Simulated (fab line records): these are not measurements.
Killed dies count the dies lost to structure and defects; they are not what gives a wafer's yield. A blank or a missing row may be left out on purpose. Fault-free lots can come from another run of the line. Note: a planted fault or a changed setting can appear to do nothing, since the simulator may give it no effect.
fab line records	flow n5Finfet	part 1 of 2: steps 1 to 26 of 39
[record] lots = 5	wafers = 15	lastDay = 23
route steps=1938 shown TV_OPEN@1889 PAD_METAL@1893 PASSIVATION@1897
lots with no fault: from the same line, run without faults
startH: start of the lot's first displayed wafer, in hours after the record's first day	waitH: hours since the lot's step before	" the same as in the row above	L1.1+2: several wafers, shown together as one row	- no value present, or no start provided	* or withheld: withheld	< > ~ a bound
route shown NAME@n: a module of which the file shows steps, and the number in the route of the first	usual: mean/standard deviation of fault-free wafers	same: alike in all rows	chamber/n: place in a boat	sites: readings site by site	_std_site: how widely they spread, as a standard deviation	_edge_site: inner sites' mean taken away from outer sites' mean	radiusMm: for every site, how far away it sits from the centre of the wafer	mask NAME#n: copy n	behind: the most recent tool/chamber to have shaped the wafer	hold: cause of the lot's hold/its duration in hours/its outcome	device: whichever transistor did not switch (one of n, p or np)	end of line: at the end of the route, the tests of the same wafers	a step given without rows: its recipe and nothing more	killed: dies lost to structure and defects at the first sort, not the wafer's yield	map: the dies of a wafer, with x for killed, . for not killed, _ for no die there
set.NAME: the setting that was run; set.NAME@STEP: the one run at that earlier step	model.NAME: the simulator's own value behind a step, which no gauge read
lots at selected steps of the route; one table per step, one row per wafer
services: when a tool's chamber went out of use (startH, in hours from the record's first day, below 0 if earlier), for how many hours, and the reason
[[steps]]
[step N5_PASSIVATION_STRIP_14]
[recipe] chemistry = O2	powerW = 600	tempC = 60	pressureMtorr = 30	rfFrequencyHz = 6e+07	biasPowerW = 0	overashFraction = 0.5	o2FlowSccm = 225
[usual] drypumpMotorCurrentA = 5.6/0.4	oesProductAu = 0.80/0.089	rfVppV = 3.6/0.84	showerheadPlenumPTorr = 2.07/0.058	throttleValvePct = 16.53/0.19
lot.wafer	tool	chamber	startH	waitH	drypumpMotorCurrentA	oesProductAu	rfHoursCounterH	rfVppV	showerheadPlenumPTorr	throttleValvePct
L084.4	rieDiel-05	1	467.61	0.1	5.9	0.85	50	3.3	2.03	16.36
L084.5	"	2	"	"	5.6	0.69	-	3.9	2.05	16.55
L084.6	"	3	"	"	5.9	0.86	-	4.2	2.04	16.42
L081.1	rieDiel-01	3	500.42	0.1	6.2	0.81	97	5.6	2.11	16.48
L081.4	"	0	"	"	5.0	0.68	218	4.2	1.98	16.50
L081.6	"	2	"	"	6.2	0.79	-	4.4	2.11	16.67
L085.2	rieDiel-04	0	506.41	0.1	5.3	0.74	155	4.7	2.18	16.92
L085.3	"	2	"	"	5.1	0.85	48	4.0	2.11	16.35
L085.6	"	0	"	"	5.3	0.73	-	4.2	2.18	16.88
L090.1	rieDiel-04	3	517.45	0.1	5.8	0.92	13	4.4	2.04	16.10
L090.3	"	0	"	"	5.3	0.74	158	2.8	2.18	16.91
L090.4	"	1	"	"	5.4	0.91	43	3.0	2.07	16.73
L095.1	rieDiel-01	1	543.98	0.1	5.6	0.70	203	2.5	2.06	16.51
L095.2	"	3	"	"	6.2	0.80	111	2.5	2.10	16.47
L095.3	"	2	"	"	6.1	0.76	135	1.9	2.11	16.70
[step N5_PASSIVATION_ETCH_15]
[recipe] chemistry = CF4/N2	target = SiCN	targetDepthA = 750	taperDeg = 2	timeS = 81.2	ionEnergyEv = 150	maskMaterial = SiNx	pressureMtorr = 40	sourceW = 430	biasW = 70	Ar_flow_sccm = 100	cf4FlowSccm = 60	n2FlowSccm = 60
[usual] cf4FlowSccm = 60.03/0.19	drypumpMotorCurrentA = 5.6/0.41	oesProductAu = 0.79/0.091	rfVppV = 381.9/1.6	showerheadPlenumPTorr = 2.19/0.056	throttleValvePct = 15.34/0.17
lot.wafer	tool	chamber	startH	waitH	cf4FlowSccm	drypumpMotorCurrentA	oesProductAu	rfHoursCounterH	rfVppV	showerheadPlenumPTorr	throttleValvePct
L084.4	rieDiel-05	1	-	-	60.17	5.9	0.85	50	380.6	2.15	15.20
L084.5	"	2	"	"	59.82	5.6	0.68	-	381.2	2.18	15.44
L084.6	"	3	"	"	59.83	5.9	0.87	-	381.2	2.15	15.20
L081.1	rieDiel-01	3	-	-	60.16	6.2	0.81	97	383.5	2.20	15.18
L081.4	"	0	"	"	59.70	5.0	0.67	218	380.4	2.10	15.34
L081.6	"	2	"	"	59.74	6.1	0.78	-	383.6	2.21	15.39
L085.2	rieDiel-04	0	-	-	60.26	5.3	0.72	155	385.1	2.30	15.68
L085.3	"	2	"	"	59.77	5.1	0.87	48	381.9	2.24	15.18
L085.6	"	0	"	"	60.13	5.3	0.73	-	384.8	2.30	15.70
L090.1	rieDiel-04	3	-	-	60.17	5.8	0.90	13	382.0	2.18	14.98
L090.3	"	0	"	"	59.78	5.3	0.72	158	383.5	2.30	15.71
L090.4	"	1	"	"	60.01	5.4	0.87	43	382.2	2.17	15.46
L095.1	rieDiel-01	1	-	-	60.42	5.6	0.70	203	382.5	2.20	15.47
L095.2	"	3	"	"	59.96	6.2	0.80	111	382.9	2.20	15.20
L095.3	"	2	"	"	60.32	6.2	0.76	135	381.9	2.21	15.44
[step N5_PASSIVATION_STRIP_73]
[recipe] chemistry = postEtchResidueRemover	timeS = 60	tempC = 25	removerPh = withheld	removerWaterWtPct = withheld	removerFluorideWtPct = withheld
lot.wafer	tool	chamber	startH	waitH
L084.4+5+6	wetBench-06	0,3,1	467.77	-
L081.1+4+6	wetBench-02	7,6,2	500.58	-
L085.2+3+6	wetBench-06	2,1,0	506.57	-
L090.1+3+4	wetBench-02	0,3,5	517.61	-
L095.1+2+3	wetBench-06	6,5,3	544.14	-
[step N5_PASSIVATION_SRD_17]
[recipe] timeS = 30	tempC = 23	rinseLiquid = diw	dry = n2Spin	spinRpm = 1500	dryTimeS = 30
[usual] doSupplyPpb = 10.01/0.11
lot.wafer	tool	chamber	startH	waitH	doSupplyPpb
L084.4	wetBench-06	0	467.78	0.0	10.12
L084.5	"	3	"	"	10.08
L084.6	"	1	"	"	9.90
L081.1	wetBench-02	7	500.60	0.0	9.98
L081.4	"	6	"	"	10.13
L081.6	"	2	"	"	9.87
L085.2	wetBench-06	2	506.59	0.0	10.10
L085.3	"	1	"	"	9.85
L085.6	"	0	"	"	10.12
L090.1	wetBench-02	0	517.63	0.0	9.91
L090.3	"	3	"	"	9.94
L090.4	"	5	"	"	10.03
L095.1	wetBench-06	6	544.18	0.0	9.95
L095.2	"	5	"	"	10.17
L095.3	"	3	"	"	9.78
[step N5_PASSIVATION_DEGAS_18]
[recipe] ambient = vacuum	tempC = 300	timeS = 60
[usual] heaterPowerW = 469/43
lot.wafer	tool	chamber	startH	waitH	heaterPowerW
L084.4	pvdSputter-02	-	468.41	0.6	510
L084.5	"	-	"	"	520
L084.6	"	-	"	"	479
L081.1	pvdSputter-01	-	500.83	0.2	457
L081.4	"	-	"	"	387
L081.6	"	-	"	"	481
L085.2	pvdSputter-03	-	507.07	0.5	456
L085.3	"	-	"	"	404
L085.6	"	-	"	"	408
L090.1	pvdSputter-02	-	518.02	0.4	519
L090.3	"	-	"	"	511
L090.4	"	-	"	"	460
L095.1	pvdSputter-03	-	544.61	0.4	500
L095.2	"	-	"	"	483
L095.3	"	-	"	"	401
[step N5_PASSIVATION_PRE_CLEAN_19]
[recipe] gas = H2/He	timeS = *	tempC = *
[usual] heaterPowerW = 470/43
lot.wafer	tool	chamber	startH	waitH	heaterPowerW
L084.4	pvdSputter-02	-	468.45	0.0	519
L084.5	"	-	"	"	510
L084.6	"	-	"	"	475
L081.1	pvdSputter-01	-	500.87	0.0	460
L081.4	"	-	"	"	381
L081.6	"	-	"	"	474
L085.2	pvdSputter-03	-	507.11	0.0	462
L085.3	"	-	"	"	410
L085.6	"	-	"	"	395
L090.1	pvdSputter-02	-	518.06	0.0	508
L090.3	"	-	"	"	505
L090.4	"	-	"	"	468
L095.1	pvdSputter-03	-	544.65	0.0	503
L095.2	"	-	"	"	486
L095.3	"	-	"	"	396
[step N5_PASSIVATION_SPUTTER_20]
[recipe] material = TaN	targetThkA = 500	tempC = 25	chamberPressurePa = 0.4
[usual] throttleValvePct = 29.9/1.1
lot.wafer	tool	chamber	startH	waitH	throttleValvePct
L084.4	pvdSputter-02	-	468.49	0.0	31.3
L084.5	"	-	"	"	31.4
L084.6	"	-	"	"	30.5
L081.1	pvdSputter-01	-	500.91	0.0	27.3
L081.4	"	-	"	"	31.1
L081.6	"	-	"	"	27.3
L085.2	pvdSputter-03	-	507.15	0.0	30.0
L085.3	"	-	"	"	29.7
L085.6	"	-	"	"	29.7
L090.1	pvdSputter-02	-	518.10	0.0	31.1
L090.3	"	-	"	"	31.2
L090.4	"	-	"	"	30.2
L095.1	pvdSputter-03	-	544.69	0.0	29.8
L095.2	"	-	"	"	30.7
L095.3	"	-	"	"	29.9
[step N5_PASSIVATION_AL_DEP_21]
[recipe] material = Al	targetThkA = 28000	tempC = 400	timeS = 170	powerW = 30000	chamberPressurePa = 0.4	gas = Ar
[usual] throttleValvePct = 29.9/1.1
lot.wafer	tool	chamber	startH	waitH	throttleValvePct
L084.4	pvdSputter-02	-	468.59	0.1	31.2
L084.5	"	-	"	"	31.4
L084.6	"	-	"	"	30.3
L081.1	pvdSputter-01	-	501.01	0.1	27.6
L081.4	"	-	"	"	30.9
L081.6	"	-	"	"	27.4
L085.2	pvdSputter-03	-	507.25	0.1	30.0
L085.3	"	-	"	"	29.8
L085.6	"	-	"	"	29.6
L090.1	pvdSputter-02	-	518.20	0.1	31.2
L090.3	"	-	"	"	31.0
L090.4	"	-	"	"	30.2
L095.1	pvdSputter-03	-	544.79	0.1	29.8
L095.2	"	-	"	"	31.1
L095.3	"	-	"	"	29.8
[step N5_PASSIVATION_HMDS_23]
[recipe] timeS = 60	tempC = 120
lot.wafer	tool	chamber	startH	waitH
L084.4+5+6	lithoTrack-01	0	468.78	0.1
L081.1+4+6	lithoTrack-01	0	501.20	0.1
L085.2+3+6	lithoTrack-01	0	507.44	0.1
L090.1+3+4	lithoTrack-01	0	518.39	0.1
L095.1+2+3	lithoTrack-03	0	544.98	0.1
[step N5_PASSIVATION_COAT_24]
[recipe] spinRpm = 3000	resistThkNm = withheld
lot.wafer	tool	chamber	startH	waitH
L084.4+5+6	lithoTrack-01	0	-	-
L081.1+4+6	lithoTrack-01	0	-	-
L085.2+3+6	lithoTrack-01	0	-	-
L090.1+3+4	lithoTrack-01	0	-	-
L095.1+2+3	lithoTrack-03	0	-	-
[step N5_PASSIVATION_EBR_26]
[recipe] solvent = PGMEA	ebrWidthMm = 1.5
lot.wafer	tool	chamber	startH	waitH
L084.4+5+6	lithoTrack-01	0	-	-
L081.1+4+6	lithoTrack-01	0	-	-
L085.2+3+6	lithoTrack-01	0	-	-
L090.1+3+4	lithoTrack-01	0	-	-
L095.1+2+3	lithoTrack-03	0	-	-
[step N5_PASSIVATION_SOFTBAKE_25]
[recipe] tempC = 100	timeS = 90
lot.wafer	tool	chamber	startH	waitH
L084.4+5+6	lithoTrack-01	0	-	-
L081.1+4+6	lithoTrack-01	0	-	-
L085.2+3+6	lithoTrack-01	0	-	-
L090.1+3+4	lithoTrack-01	0	-	-
L095.1+2+3	lithoTrack-03	0	-	-
[step N5_PASSIVATION_EXPOSE_27]
[recipe] maskId = PAD	na = 0.55	sourceShape = conventional	sigmaOuter = 0.8	polarization = unpolarized	defocusNm = 0	doseMj = 32.3
[same] na = 0.55
lot.wafer	tool	chamber	startH	waitH	mask
L084.4+5+6	krfScanner-02	0	469.03	-	PAD#0
L081.1+4+6	krfScanner-01	0	501.35	-	PAD#0
L085.2+3+6	krfScanner-02	0	507.56	-	PAD#0
L090.1+3+4	krfScanner-01	0	518.49	-	PAD#0
L095.1+2+3	krfScanner-02	0	545.09	-	PAD#0
[step N5_PASSIVATION_PEB_28]
[recipe] pebTempC = withheld	pebTimeS = *
lot.wafer	tool	chamber	startH	waitH
L084.4+5+6	lithoTrack-01	0	469.07	0.0
L081.1+4+6	lithoTrack-05	0	501.41	0.1
L085.2+3+6	lithoTrack-05	0	507.62	0.0
L090.1+3+4	lithoTrack-01	0	518.55	0.1
L095.1+2+3	lithoTrack-03	0	545.14	0.1
[step N5_PASSIVATION_DEVELOP_29]
[recipe] developTimeS = 60	rinseLiquid = diw	dry = airSpin	devTempC = 21
lot.wafer	tool	chamber	startH	waitH
L084.4+5+6	lithoTrack-01	0	-	-
L081.1+4+6	lithoTrack-05	0	-	-
L085.2+3+6	lithoTrack-05	0	-	-
L090.1+3+4	lithoTrack-01	0	-	-
L095.1+2+3	lithoTrack-03	0	-	-
[step N5_PASSIVATION_HARDBAKE_31]
[recipe] tempC = 130	timeS = 120
lot.wafer	tool	chamber	startH	waitH
L084.4+5+6	lithoTrack-01	0	-	-
L081.1+4+6	lithoTrack-05	0	-	-
L085.2+3+6	lithoTrack-05	0	-	-
L090.1+3+4	lithoTrack-01	0	-	-
L095.1+2+3	lithoTrack-03	0	-	-
[step N5_PASSIVATION_CD_MEAS_30]
[recipe] targetCdNm = 4000	landingEnergyEv = 500	detector = seInlens	polarity = opening
[usual] cdNm = 3999.7/2.1
lot.wafer	tool	chamber	startH	waitH	cdNm
L084.4	cdSem-01	0	469.19	-	4001.1
L084.5	"	0	"	"	3998.6
L084.6	"	0	"	"	3997.2
L081.1	cdSem-03	0	501.53	-	3999.6
L081.4	"	0	"	"	3999.8
L081.6	"	0	"	"	4000.2
L085.2	cdSem-03	0	507.74	-	3999.8
L085.3	"	0	"	"	3998.5
L085.6	"	0	"	"	3997.6
L090.1	cdSem-03	0	518.67	-	4002.3
L090.3	"	0	"	"	3997.6
L090.4	"	0	"	"	4002.0
L095.1	cdSem-02	0	545.26	-	3998.9
L095.2	"	0	"	"	3999.5
L095.3	"	0	"	"	4000.5
[step N5_PASSIVATION_OVL_MEAS_63]
[recipe] pointsPerWafer = 44
[usual] PAD_OVL = 2/4.3
lot.wafer	tool	chamber	startH	waitH	PAD_OVL[nm]
L084.4	overlay-01	0	469.22	0.0	4
L084.5	"	0	"	"	3
L084.6	"	0	"	"	-4
L081.1	overlay-02	0	501.56	0.0	6
L081.4	"	0	"	"	3
L081.6	"	0	"	"	-1
L085.2	overlay-01	0	507.77	0.0	2
L085.3	"	0	"	"	0
L085.6	"	0	"	"	-2
L090.1	overlay-01	0	518.70	0.0	9
L090.3	"	0	"	"	6
L090.4	"	0	"	"	2
L095.1	overlay-02	0	545.29	0.0	-2
L095.2	"	0	"	"	2
L095.3	"	0	"	"	6
[step N5_PASSIVATION_INSPECT_64]
[recipe] mode = adi	inspectInstrument = macro
[usual] rawDefectCount = 1.9/1.5
lot.wafer	tool	chamber	startH	waitH	rawDefectCount
L084.4	defectInspect-02	-	469.25	0.0	0
L084.5	"	-	"	"	4
L084.6	"	-	"	"	2
L081.1	defectInspect-01	-	501.58	0.0	2
L081.4	"	-	"	"	2
L081.6	"	-	"	"	1
L085.2	defectInspect-01	-	507.79	0.0	0
L085.3	"	-	"	"	2
L085.6	"	-	"	"	6
L090.1	defectInspect-01	-	518.72	0.0	1
L090.3	"	-	"	"	4
L090.4	"	-	"	"	3
L095.1	defectInspect-01	-	545.32	0.0	7
L095.2	"	-	"	"	0
L095.3	"	-	"	"	0
[step N5_PASSIVATION_DESCUM_32]
[recipe] chemistry = O2	timeS = 7.9	sourcePowerW = 50	biasPowerW = 20	pressureMtorr = 20	rfFrequencyHz = 2.712e+07	tempC = 40	o2FlowSccm = 225
[usual] drypumpMotorCurrentA = 5.8/0.46	oesProductAu = 0.81/0.081	rfVppV = 243.4/1.4	showerheadPlenumPTorr = 2.11/0.076	throttleValvePct = 20.47/0.22
lot.wafer	tool	chamber	startH	waitH	drypumpMotorCurrentA	oesProductAu	rfHoursCounterH	rfVppV	showerheadPlenumPTorr	throttleValvePct
L084.4	rieDiel-02	2	469.30	0.1	5.7	0.80	101	243.3	2.13	20.71
L084.5	"	1	"	"	6.1	0.72	-	245.2	2.18	20.32
L084.6	"	0	"	"	6.5	0.74	-	242.9	2.11	20.72
L081.1	rieDiel-06	2	501.75	0.2	5.1	0.88	34	240.8	2.05	20.54
L081.4	"	2	"	"	5.1	0.87	-	240.3	2.05	20.52
L081.6	"	1	"	"	6.1	0.81	-	242.9	2.02	20.59
L085.2	rieDiel-03	1	508.13	0.3	5.4	0.92	26	243.5	2.14	20.06
L085.3	"	0	"	"	6.1	0.94	7	243.4	2.06	20.43
L085.6	"	0	"	"	6.1	0.94	-	243.8	2.06	20.43
L090.1	rieDiel-03	2	518.76	0.0	5.9	0.85	59	244.4	2.21	20.07
L090.3	"	1	"	"	5.5	0.91	30	244.6	2.14	20.08
L090.4	"	3	"	"	6.0	0.84	88	245.0	2.21	20.30
L095.1	rieDiel-02	0	545.35	0.0	6.5	0.71	165	244.4	2.10	20.76
L095.2	"	1	"	"	6.2	0.70	194	243.9	2.17	20.38
L095.3	"	2	"	"	5.7	0.77	135	244.3	2.11	20.78
[step N5_PASSIVATION_AL_ETCH_33]
[recipe] chemistry = Cl2/BCl3	targetDepthA = 28000	overEtchFrac = 0.15	Cl2_flow_sccm = 180	bcl3FlowSccm = 60	target = Al	stopOn = TaN	timeS = 466.7	ionEnergyEv = 100	pressureMtorr = 10	icpW = 900	biasW = 100
[usual] drypumpMotorCurrentA = 5.7/0.36	oesProductAu = 0.73/0.053	throttleValvePct = 34.15/0.3
lot.wafer	tool	chamber	startH	waitH	drypumpMotorCurrentA	oesProductAu	rfHoursCounterH	throttleValvePct
L084.4	rieMetal-03	0	469.52	0.2	6.1	0.76	-	33.92
L084.5	"	0	"	"	6.1	0.76	-	33.95
L084.6	"	1	"	"	5.5	0.87	-	34.77
L081.1	rieMetal-02	0	501.84	0.1	5.8	0.76	13	33.87
L081.4	"	1	"	"	5.9	0.70	-	34.38
L081.6	"	0	"	"	5.8	0.77	-	33.87
L085.2	rieMetal-03	1	508.22	0.1	5.5	0.83	5	34.82
L085.3	"	0	"	"	6.1	0.75	-	33.97
L085.6	"	0	"	"	6.1	0.74	-	33.96
L090.1	rieMetal-01	0	518.85	0.1	5.8	0.72	28	34.00
L090.3	"	1	"	"	4.9	0.66	-	34.02
L090.4	"	0	"	"	5.8	0.73	-	33.97
L095.1	rieMetal-02	0	545.44	0.1	5.8	0.75	19	33.84
L095.2	"	1	"	"	6.0	0.70	41	34.33
L095.3	"	0	"	"	5.9	0.74	-	33.86
[step N5_PASSIVATION_ETCH_59]
[recipe] chemistry = Cl2/BCl3	target = TaN	targetDepthA = 650	timeS = 34.9	ionEnergyEv = 100	pressureMtorr = 10	icpW = 900	biasW = 100	Cl2_flow_sccm = 60	bcl3FlowSccm = 30
[usual] drypumpMotorCurrentA = 5.7/0.36	oesProductAu = 0.81/0.057	throttleValvePct = 20.98/0.25
lot.wafer	tool	chamber	startH	waitH	drypumpMotorCurrentA	oesProductAu	rfHoursCounterH	throttleValvePct
L084.4	rieMetal-03	0	469.82	0.2	6.1	0.84	-	20.80
L084.5	"	0	"	"	6.1	0.85	-	20.77
L084.6	"	1	"	"	5.5	0.95	-	21.42
L081.1	rieMetal-02	0	502.24	0.3	5.8	0.87	14	20.67
L081.4	"	1	"	"	5.9	0.78	-	21.13
L081.6	"	0	"	"	5.8	0.87	-	20.66
L085.2	rieMetal-03	1	508.62	0.3	5.5	0.92	5	21.42
L085.3	"	0	"	"	6.1	0.82	-	20.81
L085.6	"	0	"	"	6.1	0.83	-	20.80
L090.1	rieMetal-01	0	519.25	0.3	5.8	0.79	28	20.92
L090.3	"	1	"	"	5.0	0.73	-	20.93
L090.4	"	0	"	"	5.8	0.79	-	20.90
L095.1	rieMetal-02	0	545.84	0.3	5.8	0.82	20	20.70
L095.2	"	1	"	"	5.9	0.75	42	21.17
L095.3	"	0	"	"	5.8	0.83	-	20.70
[step N5_PASSIVATION_STRIP_34]
[recipe] chemistry = O2	powerW = 600	tempC = 60	pressureMtorr = 30	rfFrequencyHz = 6e+07	biasPowerW = 0	overashFraction = 2	o2FlowSccm = 225
[usual] drypumpMotorCurrentA = 5.7/0.44	oesProductAu = 0.83/0.074	rfVppV = 3.6/1.6	showerheadPlenumPTorr = 2.12/0.078	throttleValvePct = 16.63/0.22
lot.wafer	tool	chamber	startH	waitH	drypumpMotorCurrentA	oesProductAu	rfHoursCounterH	rfVppV	showerheadPlenumPTorr	throttleValvePct
L084.4	rieDiel-06	0	469.90	0.1	5.1	0.84	99	3.5	2.13	16.56
L084.5	"	0	"	"	5.1	0.81	-	3.2	2.13	16.61
L084.6	"	1	"	"	6.1	0.83	-	1.3	2.03	16.75
L081.1	rieDiel-03	1	502.36	0.1	5.4	0.92	23	2.7	2.15	16.29
L081.4	"	2	"	"	5.9	0.86	53	4.2	2.22	16.34
L081.6	"	1	"	"	5.4	0.92	-	3.6	2.15	16.27
L085.2	rieDiel-06	2	508.74	0.1	5.1	0.86	39	3.7	2.05	16.74
L085.3	"	0	"	"	5.0	0.77	118	4.4	2.13	16.67
L085.6	"	2	"	"	5.1	0.84	-	3.5	2.05	16.73
L090.1	rieDiel-02	1	519.80	0.5	6.2	0.69	181	7.4	2.18	16.59
L090.3	"	2	"	"	5.7	0.77	122	3.8	2.12	16.99
L090.4	"	2	"	"	5.7	0.78	-	5.6	2.12	16.90
L095.1	rieDiel-03	0	545.96	0.1	6.1	0.89	19	2.6	2.06	16.66
L095.2	"	1	"	"	5.4	0.91	38	5.2	2.14	16.29
L095.3	"	2	"	"	5.9	0.86	70	1.6	2.21	16.32
[step N5_PASSIVATION_STRIP_51]
[recipe] chemistry = postEtchResidueRemover	timeS = 1200	tempC = 72.5
lot.wafer	tool	chamber	startH	waitH
L084.4+5+6	wetBench-03	4,5,0	469.97	-
L081.1+4+6	wetBench-05	5,0,1	502.42	-
L085.2+3+6	wetBench-05	5,7,2	508.84	-
L090.1+3+4	wetBench-01	6,3,5	519.91	-
L095.1+2+3	wetBench-03	1,0,3	546.02	-
[step N5_PASSIVATION_CLEAN_69]
[recipe] chemistry = IPA	timeS = 180	tempC = 25
lot.wafer	tool	chamber	startH	waitH
L084.4+5+6	wetBench-03	4,5,0	470.30	0.0
L081.1+4+6	wetBench-05	5,0,1	502.76	0.0
L085.2+3+6	wetBench-05	5,7,2	509.17	0.0
L090.1+3+4	wetBench-01	6,3,5	520.25	0.0
L095.1+2+3	wetBench-03	1,0,3	546.36	0.0
[step N5_PASSIVATION_SRD_70]
[recipe] dry = ipaMarangoni	timeS = 30	tempC = 23	rinseLiquid = diw
lot.wafer	tool	chamber	startH	waitH
L084.4+5+6	wetBench-03	4,5,0	470.35	0.0
L081.1+4+6	wetBench-05	5,0,1	502.81	0.0
L085.2+3+6	wetBench-05	5,7,2	509.23	0.0
L090.1+3+4	wetBench-01	6,3,5	520.30	0.0
L095.1+2+3	wetBench-03	1,0,3	546.41	0.0
